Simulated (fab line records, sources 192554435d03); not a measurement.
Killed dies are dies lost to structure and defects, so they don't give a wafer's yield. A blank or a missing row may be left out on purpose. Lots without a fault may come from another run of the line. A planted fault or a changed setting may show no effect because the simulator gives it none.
fab line records | flow n5_finfet
record lots=7 wafers=39
route steps=1938 shown WELL_APT@39 DUMMY_GATE@243
start_h: hours from the record's first day to the start of the lot's first wafer shown | wait_h: hours since the lot's step before | " the same as in the row above | L1.1+2: a row that stands for several wafers | - no value, or no start given | * or withheld: withheld | < > ~ a bound
route shown NAME@n: a module of which the file shows steps, and the number in the route of the first | usual: mean/standard deviation of fault-free wafers | same: alike in all rows | chamber/n: place in a boat | sites: the reading at each site | _std_site: their standard deviation | _edge_site: outer sites' mean less inner sites' | radius_mm: how far each site lies from the wafer's centre | mask NAME#n: copy n | behind: the tool/chamber that last shaped the wafer | hold: why the lot was held/for how many hours/how that ended | device: the transistor (n, p or np) that didn't switch | end of line: the same wafers' tests at the end of the route | a step without rows: its recipe alone | killed: dies lost to structure and defects at the first sort, not the wafer's yield | map: a wafer's dies, x killed, . not, _ none there
set.NAME: the setting as run; set.NAME@STEP: as run at that earlier step | model.NAME: the simulator's own value behind a step, which no gauge read
lots whose settings were changed on purpose; a table a step, a row a wafer
## steps
# step N5_WELL_APT_EXPOSE_22
# recipe mask_id=PWELL na=0.8 source_shape=conventional sigma_outer=0.8 polarization=unpolarized defocus_nm=0 target_cd_nm=200 dose_mj=23.2
# columns lot.wafer tool chamber start_h wait_h mask set.dose_mj
L076.1+2+3+4+5+6 krf_scanner-01 0 27.19 - PWELL#0 23.2
L084.1+2+4 krf_scanner-01 0 75.12 - PWELL#0 21.79
L084.3+5+6 " 0 " " PWELL#0 23.2
L085.1+2+5 krf_scanner-01 0 81.28 - PWELL#0 23.2
L085.3+4+6 " 0 " " PWELL#0 21.72
L090.1+2+3+4+5+6 krf_scanner-01 0 110.71 - PWELL#0 23.2
L092.1+4+5 krf_scanner-01 0 122.69 - PWELL#0 23.2
L092.2+3+6 " 0 " " PWELL#0 24.24
L093.1+2+5 krf_scanner-02 0 128.98 - PWELL#0 23.2
L097.1+3+6 krf_scanner-01 0 152.87 - PWELL#0 23.2
L097.2+4+5 " 0 " " PWELL#0 21.65
# step N5_WELL_APT_PEB_23
# recipe peb_temp_c=130 peb_time_s=90
# step N5_WELL_APT_DEVELOP_24
# recipe develop_time_s=45 rinse_liquid=surfactant_rinse dry=air_spin dev_temp_c=21
# step N5_WELL_APT_HARDBAKE_29
# recipe temp_c=130 time_s=120
# step N5_WELL_APT_CD_MEAS_25
# recipe target_cd_nm=200 landing_energy_ev=500 detector=se_inlens
# usual cd_nm=199.7/1.4
# columns lot.wafer tool chamber start_h wait_h set.dose_mj@WELL_APT_EXPOSE_22 cd_nm
L076.1 cd_sem-03 0 27.37 - 23.2 199.1
L076.2 " 0 " " 23.2 197.5
L076.3 " 0 " " 23.2 198.2
L076.4 " 0 " " 23.2 199.4
L076.5 " 0 " " 23.2 198.2
L076.6 " 0 " " 23.2 199.3
L084.1 cd_sem-01 0 75.30 - 21.79 190.5
L084.2 " 0 " " 21.79 188.3
L084.3 " 0 " " 23.2 198.6
L084.4 " 0 " " 21.79 186.6
L084.5 " 0 " " 23.2 199.2
L084.6 " 0 " " 23.2 200.2
L085.1 cd_sem-03 0 81.46 - 23.2 198.9
L085.2 " 0 " " 23.2 198.8
L085.3 " 0 " " 21.72 187.5
L085.4 " 0 " " 21.72 189.1
L085.5 " 0 " " 23.2 199.0
L085.6 " 0 " " 21.72 185.4
L090.1 cd_sem-02 0 110.88 - 23.2 199.9
L090.2 " 0 " " 23.2 198.4
L090.3 " 0 " " 23.2 198.4
L090.4 " 0 " " 23.2 200.5
L090.5 " 0 " " 23.2 199.2
L090.6 " 0 " " 23.2 198.6
L092.1 cd_sem-02 0 122.86 - 23.2 202.0
L092.2 " 0 " " 24.24 207.5
L092.3 " 0 " " 24.24 209.7
L092.4 " 0 " " 23.2 200.1
L092.5 " 0 " " 23.2 201.4
L092.6 " 0 " " 24.24 207.4
L093.1 cd_sem-03 0 129.16 - 23.2 198.9
L093.2 " 0 " " 23.2 200.3
L093.5 " 0 " " 23.2 201.0
L097.1 cd_sem-03 0 153.04 - 23.2 198.6
L097.2 " 0 " " 21.65 186.7
L097.3 " 0 " " 23.2 199.7
L097.4 " 0 " " 21.65 188.1
L097.5 " 0 " " 21.65 186.1
L097.6 " 0 " " 23.2 197.4
# step N5_WELL_APT_DESCUM_30
# recipe chemistry=O2 time_s=7.9 source_power_w=50 bias_power_w=20 pressure_mtorr=20 rf_frequency_hz=2.712e+07 temp_c=40 o2_flow_sccm=225
# columns lot.wafer tool chamber start_h wait_h set.dose_mj@WELL_APT_EXPOSE_22 model.WELL_APT.cd_nm
L076.1+4 rie_diel-02 1,2 27.63 0.2 23.2 199.2
L076.2 " 3 " " 23.2 197.9
L076.3 " 0 " " 23.2 198.5
L076.5 " 1 " " 23.2 198.4
L076.6 " 2 " " 23.2 199.5
L084.1 rie_diel-06 0 75.38 0.0 21.79 190.6
L084.2 " 3 " " 21.79 188.2
L084.3 " 2 " " 23.2 198.7
L084.4 " 1 " " 21.79 186.6
L084.5 " 1 " " 23.2 199.1
L084.6 " 2 " " 23.2 200.5
L085.1 rie_diel-05 3 82.48 1.0 23.2 199.1
L085.2 " 1 " " 23.2 198.6
L085.3 " 0 " " 21.72 187.6
L085.4 " 2 " " 21.72 188.9
L085.5 " 1 " " 23.2 198.9
L085.6 " 2 " " 21.72 200.4
L090.1 rie_diel-05 2 110.97 0.0 23.2 200
L090.2+6 " 1,3 " " 23.2 198.6
L090.3 " 0 " " 23.2 198.4
L090.4 " 3 " " 23.2 200.1
L090.5 " 2 " " 23.2 199
L092.1 rie_diel-06 2 122.95 0.0 23.2 201.8
L092.2 " 1 " " 24.24 207.9
L092.3 " 0 " " 24.24 209.5
L092.4 " 3 " " 23.2 200
L092.5 " 3 " " 23.2 201.3
L092.6 " 0 " " 24.24 207.3
L093.1 rie_diel-02 0 129.51 0.3 23.2 198.8
L093.2 " 1 " " 23.2 200.2
L093.5 " 0 " " 23.2 201.3
L097.1 rie_diel-02 3 153.13 0.0 23.2 198.6
L097.2 " 0 " " 21.65 186.7
L097.3 " 2 " " 23.2 199.9
L097.4 " 3 " " 21.65 188.3
L097.5 " 2 " " 21.65 186.1
L097.6 " 0 " " 23.2 197.6
# step N5_DUMMY_GATE_ETCH_31
# recipe chemistry=C4F6/O2 target=SiO2 mask_material=SOC target_depth_a=825 time_s=27.5 ion_energy_ev=250 pressure_mtorr=30 source_w=345 bias_w=185 Ar_flow_sccm=300 C4F6_flow_sccm=10 O2_flow_sccm=10
# columns lot.wafer tool chamber start_h wait_h set.target_depth_a model.etch.depth_nm model.SOC_of_DUMMY_GATE_COAT_34.thk_nm
L076.1 rie_diel-04 0 60.43 0.0 787.3 77.21 52.4
L076.2 " 3 " " 787.3 79.3 52.2
L076.3 " 2 " " 825 81.72 52
L076.4 " 1 " " 825 81.05 52
L076.5 " 3 " " 787.3 78.71 52.2
L076.6 " 2 " " 825 81.71 52
L084.1 rie_diel-01 0 108.58 0.1 825 83.15 52
L084.2 " 3 " " 931.6 92.98 51
L084.3 " 2 " " 825 83.27 52.2
L084.4 " 1 " " 931.6 91.76 51.2
L084.5 " 1 " " 931.6 91.65 51.2
L084.6 " 2 " " 825 83.86 52
L085.1 rie_diel-03 1 117.99 0.2 927.3 93.97 50.6
L085.2 " 0 " " 927.3 91.79 50.8
L085.3 " 2 " " 825 82.86 52
L085.4 " 3 " " 927.3 92.92 50.8
L085.5 " 1 " " 825 83.19 51.6
L085.6 " 2 " " 825 82.33 51.8
L090.1 rie_diel-01 2 144.32 0.0 825 84.6 51.8
L090.2 " 3 " " 879.3 87.89 51.6
L090.3 " 0 " " 879.3 89.75 51
L090.4 " 1 " " 825 81.68 52.4
L090.5 " 0 " " 879.3 89.43 51.4
L090.6 " 1 " " 825 81.33 52
L092.1 rie_diel-04 1 161.86 0.0 795.1 77.79 52.2
L092.2 " 2 " " 825 81.89 51.8
L092.3 " 3 " " 825 82.2 51.6
L092.4 " 3 " " 795.1 78.95 52
L092.5 " 2 " " 825 81.67 51.8
L092.6 " 1 " " 795.1 78.65 52
L093.1 rie_diel-01 3 163.85 0.0 825 81.58 52.2
L093.2 " 2 " " 825 83.29 51.6
L093.5 " 3 " " 825 82.26 51.6
L097.1 rie_diel-03 1 184.54 0.0 861.7 86.84 51.2
L097.2 " 2 " " 825 81.47 51.8
L097.3 " 3 " " 825 81.69 51.8
L097.4 " 0 " " 825 81.72 51.6
L097.5 " 0 " " 861.7 85.08 51.4
L097.6 " 1 " " 861.7 87.51 51
# step N5_DUMMY_GATE_ETCH_32
# recipe chemistry=CF4 target=SiO2 target_depth_a=35 time_s=3.9 ion_energy_ev=350 pressure_mtorr=10 icp_w=800 bias_w=400 cf4_flow_sccm=80
# columns lot.wafer tool chamber start_h wait_h set.time_s model.etch.depth_nm
L076.1 rie_si-04 1 60.68 0.1 3.472 3.174
L076.2 " 0 " " 3.9 3.531
L076.3 " 2 " " 3.9 3.486
L076.4 " 3 " " 3.472 3.115
L076.5 " 1 " " 3.472 3.133
L076.6 " 2 " " 3.9 3.485
L084.1 rie_si-03 0 108.83 0.1 3.9 3.549
L084.2 " 1 " " 3.9 3.495
L084.3 " 2 " " 3.531 3.173
L084.4 " 3 " " 3.531 3.181
L084.5 " 3 " " 3.531 3.19
L084.6 " 0 " " 3.9 3.553
L085.1 rie_si-04 3 118.23 0.1 3.015 2.676
L085.2 " 0 " " 3.9 3.54
L085.3 " 1 " " 3.9 3.537
L085.4 " 2 " " 3.015 2.672
L085.5 " 1 " " 3.015 2.727
L085.6 " 2 " " 3.9 3.464
L090.1 rie_si-06 2 144.57 0.1 3.597 3.332
L090.2 " 0 " " 3.597 3.224
L090.3 " 1 " " 3.9 3.555
L090.4 " 3 " " 3.597 3.23
L090.5 " 3 " " 3.9 3.507
L090.6 " 0 " " 3.9 3.535
L092.1 rie_si-06 2 162.12 0.1 4.229 3.914
L092.2 " 1 " " 4.229 3.881
L092.3 " 0 " " 4.229 3.835
L092.4 " 1 " " 3.9 3.57
L092.5 " 2 " " 3.9 3.611
L092.6 " 0 " " 3.9 3.52
L093.1 rie_si-03 2 164.09 0.1 3.9 3.565
L093.2 " 1 " " 3.9 3.466
L093.5 " 3 " " 3.9 3.519
L097.1 rie_si-04 2 184.78 0.1 3.9 3.474
L097.2 " 1 " " 4.548 4.125
L097.3 " 3 " " 4.548 4.111
L097.4 " 0 " " 3.9 3.544
L097.5 " 3 " " 3.9 3.541
L097.6 " 0 " " 4.548 4.204
## key
split step=N5_WELL_APT_EXPOSE_22 setting=dose_mj stated=23.2 by=wafer
response step=N5_WELL_APT_CD_MEAS_25 reading=cd_nm change=+1.75 per=1% r=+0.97
response step=N5_WELL_APT_DESCUM_30 reading=model.WELL_APT.cd_nm change=+1.54 per=1% r=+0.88
split step=N5_DUMMY_GATE_ETCH_31 setting=target_depth_a stated=825 by=wafer
response step=N5_DUMMY_GATE_ETCH_31 reading=model.etch.depth_nm change=+0.787 per=1% r=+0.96
response step=N5_DUMMY_GATE_ETCH_31 reading=model.SOC_of_DUMMY_GATE_COAT_34.thk_nm change=-0.0836 per=1% r=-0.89
split step=N5_DUMMY_GATE_ETCH_32 setting=time_s stated=3.9 by=wafer
response step=N5_DUMMY_GATE_ETCH_32 reading=model.etch.depth_nm change=+0.0362 per=1% r=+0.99
